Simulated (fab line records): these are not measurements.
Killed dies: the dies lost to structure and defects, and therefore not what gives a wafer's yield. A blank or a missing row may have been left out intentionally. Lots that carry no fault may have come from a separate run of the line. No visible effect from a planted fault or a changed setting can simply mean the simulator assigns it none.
fab line records	flow nand-harc
[record] lots = 13	wafers = 39	last-day = 34
route steps=1302 shown A_BLC@1121 A_BONDPAD@1221 THIN_TSV@1275 END@1302
lots that met no fault: from a run of the same line without faults
start-h: the number of hours between the record's first day and the start of the first shown wafer of the lot	wait-h: hours from the lot's prior step to this one	" identical to the entry in the row above	L1.1+2: several wafers, shown together as one row	- no value, or no start was given	* or withheld: withheld	< > ~ a bound
route shown NAME@n: names a module that has steps shown in the file, with the first one's number in the route	usual: average and standard deviation across the fault-free wafers	same: alike in all rows	chamber/n: place in a boat	sites: each site's reading	_std_site: standard deviation of those values	_edge_site: the outer-site mean with the inner-site mean subtracted	radius-mm: for every site, how far away it sits from the centre of the wafer	mask NAME#n: copy n	behind: tool/chamber where the wafer was last shaped	hold: why the lot went on hold/how many hours it stayed there/how the hold came to an end	device: transistor that didn't switch, given as n, p or np	end of line: tests of these same wafers at the route's end	step lacking rows: just its recipe	killed: count of dies lost to structure and defects at first sort (not the wafer's yield)	map: the dies of a wafer, with x for killed, . for not killed, _ for no die there
set.NAME: the setting that was run; set.NAME@STEP: the one run at that earlier step	model.NAME: the simulator's own value behind a step, which no gauge read
the route's steps for a sample of lots (tables are steps, rows are wafers)
services: the hour from which a tool's chamber was out of use, counted from the record's first day as start-h (under 0 if before that day), plus the number of hours and why
[[steps]]
[step NHARC_A_BLC_ETCH_16]
[recipe] target-depth-a = 390	over-etch-frac = 0.3	time-s = 65	ion-energy-ev = 80	cf4-flow-sccm = 150	ar-flow-sccm = 0	rf-w = 300	bias-w = 100	chemistry = CF4
[usual] drypump-motor-current-A = 5.6/0.45	mfc-ar-sccm = 0.006/0.0091	oes-product-au = 1.000/0.0077	rf-vpp-V = 151.2/1.2	showerhead-plenum-p-Torr = 1.76/0.065	throttle-valve-pct = 13.283/0.0079
lot.wafer	tool	chamber	start-h	wait-h	drypump-motor-current-A	mfc-ar-sccm	oes-product-au	rf-hours-counter-h	rf-vpp-V	showerhead-plenum-p-Torr	throttle-valve-pct
L750.2	rie-diel-07	2	522.49	0.1	5.1	0.005	0.994	3	150.7	1.73	13.279
L750.3	"	3	"	"	5.4	0.002	0.990	3	152.6	1.84	13.282
L750.1	"	0	"	"	5.3	0.014	1.002	3	151.8	1.75	13.284
L752.3	rie-diel-07	2	528.61	0.1	5.1	0.005	0.998	4	150.0	1.73	13.281
L752.5	"	2	"	"	5.1	0.005	0.999	-	152.2	1.73	13.273
L752.6	"	3	"	"	5.5	0.002	0.994	-	152.2	1.84	13.295
L754.1	rie-diel-06	0	553.51	0.1	5.9	0.011	1.003	22	151.6	1.74	13.299
L754.4	"	2	"	"	6.4	0.010	1.009	-	152.1	1.79	13.282
L754.5	"	0	"	"	6.0	0.011	1.003	-	151.3	1.74	13.283
L756.2	rie-diel-07	1	577.12	0.1	5.9	0.031	0.995	7	151.3	1.79	13.298
L756.4	"	3	"	"	5.5	0.002	0.988	7	152.5	1.84	13.282
L756.1	"	0	"	"	5.2	0.014	0.991	8	151.7	1.74	13.288
L757.2	rie-diel-03	2	587.89	0.1	5.3	0.002	1.003	10	153.2	1.74	13.284
L757.3	"	3	"	"	5.4	0	1.002	10	151.3	1.71	13.278
L757.6	"	3	"	"	5.4	0	1.005	-	150.1	1.71	13.288
L759.2	rie-diel-03	1	613.27	0.1	6.1	0.001	1.010	10	151.7	1.87	13.284
L759.4	"	2	"	"	5.2	0.002	1.000	12	151.7	1.74	13.285
L759.5	"	3	"	"	5.4	0	1.003	-	150.7	1.71	13.297
L761.4	rie-diel-03	3	620.16	0.1	5.4	0	1.001	13	151.5	1.71	13.279
L761.3	"	0	"	"	6.3	0	0.995	7	151.7	1.67	13.268
L761.2	"	1	"	"	6.1	0.001	0.996	11	153.8	1.87	13.287
L763.2	rie-diel-07	1	648.13	0.1	5.9	0.031	0.997	13	151.2	1.79	13.286
L763.3	"	2	"	"	5.1	0.005	1.002	13	152.5	1.73	13.283
L763.4	"	3	"	"	5.5	0.002	0.992	13	152.0	1.84	13.277
L765.1	rie-diel-07	3	659.14	0.1	5.5	0.002	0.995	0	152.3	1.84	13.272
L765.2	"	2	"	"	5.1	0.005	1.003	0	149.6	1.73	13.291
L765.4	"	2	"	"	5.1	0.005	1.001	-	150.0	1.73	13.296
L767.1	rie-diel-03	0	696.88	0.1	6.3	0	0.995	4	149.1	1.67	13.273
L767.3	"	2	"	"	5.2	0.002	0.997	4	151.5	1.73	13.288
L767.4	"	3	"	"	5.5	0	1.003	4	151.9	1.71	13.290
L771.4	rie-diel-03	2	728.61	0.1	5.2	0.002	0.994	5	152.0	1.73	13.272
L771.1	"	1	"	"	6.1	0.001	1.007	6	154.0	1.87	13.278
L771.5	"	3	"	"	5.4	0	1.017	-	149.8	1.71	13.277
L772.4	rie-diel-03	0	733.13	0.1	6.3	0	0.994	7	150.8	1.67	13.286
L772.3	"	2	"	"	5.2	0.002	1.001	6	149.6	1.73	13.282
L772.5	"	0	"	"	6.3	0	0.989	-	149.9	1.67	13.292
L773.1	rie-diel-03	2	741.59	0.1	5.2	0.002	1.006	6	149.4	1.73	13.276
L773.4	"	0	"	"	6.3	0	0.993	7	148.5	1.67	13.289
L773.5	"	1	"	"	6.1	0.001	1.007	-	153.3	1.87	13.278
[step NHARC_A_BONDPAD_CD_MEAS_13]
[usual] cd-nm = 499.5/1.5
lot.wafer	tool	chamber	start-h	wait-h	cd-nm
L750.1	cd-sem-02	-	535.34	-	498.2
L750.2	"	-	"	"	496.9
L750.3	"	-	"	"	500.3
L752.3	cd-sem-01	-	541.99	-	500.7
L752.5	"	-	"	"	500.8
L752.6	"	-	"	"	500.4
L754.1	cd-sem-01	-	566.44	-	502.3
L754.4	"	-	"	"	502.6
L754.5	"	-	"	"	503.0
L756.1	cd-sem-02	-	590.21	-	499.4
L756.2	"	-	"	"	499.9
L756.4	"	-	"	"	498.8
L757.2	cd-sem-01	-	601.02	-	501.6
L757.3	"	-	"	"	501.5
L757.6	"	-	"	"	501.0
L759.2	cd-sem-01	-	626.72	-	497.8
L759.4	"	-	"	"	497.8
L759.5	"	-	"	"	499.7
L761.2	cd-sem-02	-	633.65	-	498.9
L761.3	"	-	"	"	498.2
L761.4	"	-	"	"	497.6
L763.2	cd-sem-02	-	661.21	-	497.8
L763.3	"	-	"	"	497.7
L763.4	"	-	"	"	500.0
L765.1	cd-sem-02	-	672.40	-	498.4
L765.2	"	-	"	"	497.6
L765.4	"	-	"	"	496.9
L767.1	cd-sem-03	-	709.86	-	497.7
L767.3	"	-	"	"	498.3
L767.4	"	-	"	"	499.5
L771.1	cd-sem-01	-	741.64	-	501.6
L771.4	"	-	"	"	502.1
L771.5	"	-	"	"	502.5
L772.3	cd-sem-02	-	746.08	-	496.7
L772.4	"	-	"	"	499.2
L772.5	"	-	"	"	499.9
L773.1	cd-sem-03	-	769.33	-	496.2
L773.4	"	-	"	"	498.2
L773.5	"	-	"	"	496.5
[step NHARC_THIN_TSV_ANNEAL_52]
[recipe] temp-c = 225	time-s = 90
[usual] wafer_temp_C_max = 225.93/0.3
lot.wafer	tool	chamber	start-h	wait-h	wafer_temp_C_max
L750.1	rtp-anneal-02	0	554.55	0.6	225.68
L750.2	"	0	"	"	225.82
L750.3	"	0	"	"	226.02
L752.3	rtp-anneal-02	0	564.90	0.4	225.68
L752.5	"	0	"	"	226.02
L752.6	"	0	"	"	225.84
L754.1	rtp-anneal-01	0	585.15	0.6	225.98
L754.4	"	0	"	"	226.46
L754.5	"	0	"	"	226.24
L756.1	rtp-anneal-02	0	609.43	0.5	225.67
L756.2	"	0	"	"	225.83
L756.4	"	0	"	"	225.81
L757.2	rtp-anneal-01	0	619.52	0.6	226.10
L757.3	"	0	"	"	225.91
L757.6	"	0	"	"	226.28
L759.2	rtp-anneal-01	0	646.25	0.7	226.37
L759.4	"	0	"	"	226.27
L759.5	"	0	"	"	226.13
L761.2	rtp-anneal-02	0	652.94	0.6	225.90
L761.3	"	0	"	"	226.11
L761.4	"	0	"	"	225.72
L763.2	rtp-anneal-02	0	678.24	0.6	225.52
L763.3	"	0	"	"	225.82
L763.4	"	0	"	"	225.57
L765.1	rtp-anneal-02	0	691.40	0.6	225.80
L765.2	"	0	"	"	225.67
L765.4	"	0	"	"	225.91
L767.1	rtp-anneal-01	0	728.24	0.5	226.36
L767.3	"	0	"	"	226.08
L767.4	"	0	"	"	226.28
L771.1	rtp-anneal-01	0	768.83	0.5	225.92
L771.4	"	0	"	"	226.46
L771.5	"	0	"	"	226.27
L772.3	rtp-anneal-02	0	779.09	0.4	225.68
L772.4	"	0	"	"	225.69
L772.5	"	0	"	"	225.59
L773.1	rtp-anneal-02	0	791.29	0.5	225.64
L773.4	"	0	"	"	225.61
L773.5	"	0	"	"	225.61
[step NHARC_THIN_TSV_ETCH_36]
[recipe] target-depth-a = 650	over-etch-frac = 0.3	time-s = 18.571	ion-energy-ev = 150	chemistry = Cl2/BCl3
[usual] drypump-motor-current-A = 5.83/0.22	oes-product-au = 1.001/0.0092
lot.wafer	tool	chamber	start-h	wait-h	drypump-motor-current-A	oes-product-au	rf-hours-counter-h
L750.2	rie-metal-03	1	557.05	0.2	5.68	0.989	0.7
L750.1	"	0	"	"	6.18	0.988	0.7
L750.3	"	0	"	"	6.18	0.979	-
L752.3	rie-metal-02	1	567.18	0.1	5.68	1.014	-
L752.6	"	0	"	"	5.57	1.014	-
L752.5	"	1	"	"	5.70	1.012	-
L754.1	rie-metal-01	1	587.64	0.2	6.02	1.012	0.2
L754.4	"	1	"	"	6.03	1.004	-
L754.5	"	1	"	"	6.01	1.006	-
L756.1	rie-metal-03	1	611.93	0.2	5.63	1.011	1.6
L756.2	"	0	"	"	6.17	1.006	2.1
L756.4	"	0	"	"	6.16	0.999	-
L757.2	rie-metal-01	0	621.86	0.2	5.83	0.999	0.9
L757.3	"	1	"	"	6.05	1.010	-
L757.6	"	1	"	"	6.03	1.017	-
L759.2	rie-metal-01	1	648.69	0.2	6.01	1.014	1.3
L759.4	"	0	"	"	5.86	1.008	-
L759.5	"	1	"	"	6.00	1.010	-
L761.2	rie-metal-02	0	655.46	0.2	5.49	1.001	0.4
L761.3	"	1	"	"	5.70	1.000	-
L761.4	"	0	"	"	5.50	1.002	-
L763.2	rie-metal-01	1	680.56	0.2	6.01	1.006	1.7
L763.4	"	0	"	"	5.84	1.010	-
L763.3	"	1	"	"	6.02	1.000	-
L765.1	rie-metal-01	0	693.88	0.2	5.84	1.000	2.0
L765.2	"	1	"	"	6.00	1.000	2.0
L765.4	"	0	"	"	5.84	1.004	-
L767.1	rie-metal-03	1	730.73	0.2	5.65	0.999	0.5
L767.3	"	0	"	"	6.15	0.993	-
L767.4	"	1	"	"	5.69	1.012	-
L771.1	rie-metal-03	0	771.34	0.2	6.18	1.000	1.1
L771.4	"	1	"	"	5.69	0.980	-
L771.5	"	1	"	"	5.69	0.988	-
L772.3	rie-metal-03	1	781.36	0.2	5.66	0.982	-
L772.4	"	0	"	"	6.17	0.991	-
L772.5	"	1	"	"	5.70	0.978	-
L773.1	rie-metal-02	1	793.69	0.2	5.68	1.013	2.2
L773.4	"	0	"	"	5.48	1.000	-
L773.5	"	1	"	"	5.68	1.003	-
[step NHARC_END_SORT_01]
[recipe] temp-c = 25
[usual] killed-at-array = 52/17	killed-at-other = 0.8/1.1	killed-at-periphery = 3.2/2.2	killed-dies = 57/17	killed-open = 3.4/1.8	killed-short = 2.4/1.6
[same] gross-dies = 677
lot.wafer	tool	chamber	start-h	wait-h	killed-at-array	killed-at-other	killed-at-periphery	killed-dies	killed-open	killed-short
L772.3	prober-01	0	794.41	3.1	141	0	2	143	4	5
L772.4	prober-01	0	795.21	3.4	127	1	2	130	2	1
L772.5	prober-01	0	796.01	3.7	129	0	4	133	2	1
L773.1	prober-02	0	803.35	2.5	124	0	7	131	2	1
L773.4	prober-02	0	805.71	3.4	129	0	0	129	2	2
L773.5	prober-02	0	806.50	3.6	69	0	7	76	4	3
// killed by level:class
L772.3 A_BLC:unspecified=84 A_SLIT:chamber-film-flake=24 A_CHANNEL_HOLE_D2:chamber-film-flake=18 A_CHANNEL_HOLE_D1:chamber-film-flake=2 A_DECK1_JOINT:chamber-film-flake=2 A_CONTACT:chamber-film-flake=2 P_M0:geometric-particle:open=1 P_M0:geometric-particle:short=1
L772.4 A_BLC:unspecified=79 A_SLIT:chamber-film-flake=23 A_CHANNEL_HOLE_D2:chamber-film-flake=19 A_CONTACT:chamber-film-flake=3 P_CONTACT:geometric-particle:open=1 A_SOURCE_PLATE:geometric-particle:short=1 A_ONON_D1:geometric-particle:open=1 P_ZERO_WELL:chamber-film-flake=1
L772.5 A_BLC:unspecified=77 A_SLIT:chamber-film-flake=26 A_CHANNEL_HOLE_D2:chamber-film-flake=17 A_CONTACT:chamber-film-flake=4 P_M0:chamber-film-flake=2 P_CONTACT:geometric-particle:open=1 A_CHANNEL_FILL_D1:geometric-particle:short=1 A_CONTACT:geometric-particle:open=1
L773.1 A_BLC:unspecified=82 A_CHANNEL_HOLE_D2:chamber-film-flake=20 A_SLIT:chamber-film-flake=12 A_CONTACT:chamber-film-flake=5 P_ZERO_WELL:chamber-film-flake=2 P_M2:chamber-film-flake=2 P_GATE:geometric-particle:open=1 A_CHANNEL_FILL_D2:geometric-particle:open=1
L773.4 A_BLC:unspecified=89 A_CHANNEL_HOLE_D2:chamber-film-flake=20 A_SLIT:chamber-film-flake=7 A_CONTACT:chamber-film-flake=3 A_STAIRCASE:chamber-film-flake=2 A_CHANNEL_HOLE_D1:geometric-particle:short=1 A_DECK1_JOINT:geometric-particle:short=1 A_ONON_D2:geometric-particle:open=1
L773.5 A_BLC:unspecified=30 A_CHANNEL_HOLE_D2:chamber-film-flake=13 A_CONTACT:chamber-film-flake=11 A_SLIT:chamber-film-flake=7 P_M2:chamber-film-flake=3 P_STI:chamber-film-flake=2 P_CONTACT:geometric-particle:open=1 P_M0:geometric-particle:short=1
[[services]]
tool	chamber	start-h	hours	kind
rie-metal-03	-	519.00	9.0	pm
rie-metal-01	1	524.91	15.3	repair
rie-diel-07	3	532.46	6.9	repair
rie-diel-03	0	544.35	56.4	repair
rie-diel-03	1	557.67	12.7	repair
rie-metal-01	-	575.00	9.0	pm
rie-metal-03	1	586.87	7.9	repair
rie-diel-03	3	608.23	2.0	repair
rie-metal-02	-	631.00	9.0	pm
rie-diel-07	1	632.49	1.6	repair
rie-diel-03	-	635.34	9.0	pm
rie-metal-01	-	645.30	0.7	repair
rie-diel-07	-	648.48	9.0	pm
rie-metal-01	-	660.05	0.3	repair
rie-metal-02	0	664.69	2.5	repair
rie-diel-07	-	666.42	0.2	repair
rie-metal-03	-	696.00	9.0	pm
rie-metal-01	-	696.19	1.1	repair
rie-diel-07	1	702.04	1.9	repair
rie-diel-03	0	721.44	2.9	repair
rie-diel-07	1	736.30	6.2	repair
rtp-anneal-02	-	744.00	12.0	pm
rie-metal-01	-	752.00	9.0	pm
rie-diel-03	1	779.82	4.1	repair
[[key]]
[first-sign] step = NHARC_END_SORT_01	reading = killed-at-array	direction = up	sigmas = 4	usual = 52	struck = 120	wafers-moved = 5
[effect] step = NHARC_END_SORT_01	reading = killed-dies	direction = up	sigmas = 3.9	usual = 57	struck = 124	wafers-moved = 5
[more-kills-born-at] NHARC_A_BLC_ETCH_16@rie-diel-03 = 440
met-at NHARC_A_BLC_ETCH_16
struck-lots L772,L773
tester-left-out L772,L773
not-acting-at NHARC_A_BONDPAD_CD_MEAS_13,NHARC_THIN_TSV_ANNEAL_52,NHARC_THIN_TSV_ETCH_36
onset-between 728.61 733.13
also-fits time
[fault] kind = chamber-particle-source	tool = rie-diel-03	chamber = -	onset-h = 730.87	steps = NHARC_A_BLC_ETCH_16	rate-per-visit-cm2 = 0.78091	end-h = 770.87
// tester-left-out: of these lots the tester's yield and bins aren't shown, on N5 and GAA mostly nor the transistor test; their killed dies are dies lost to structure and defects alone, not to doping, threshold or leakage, so they don't give the yield
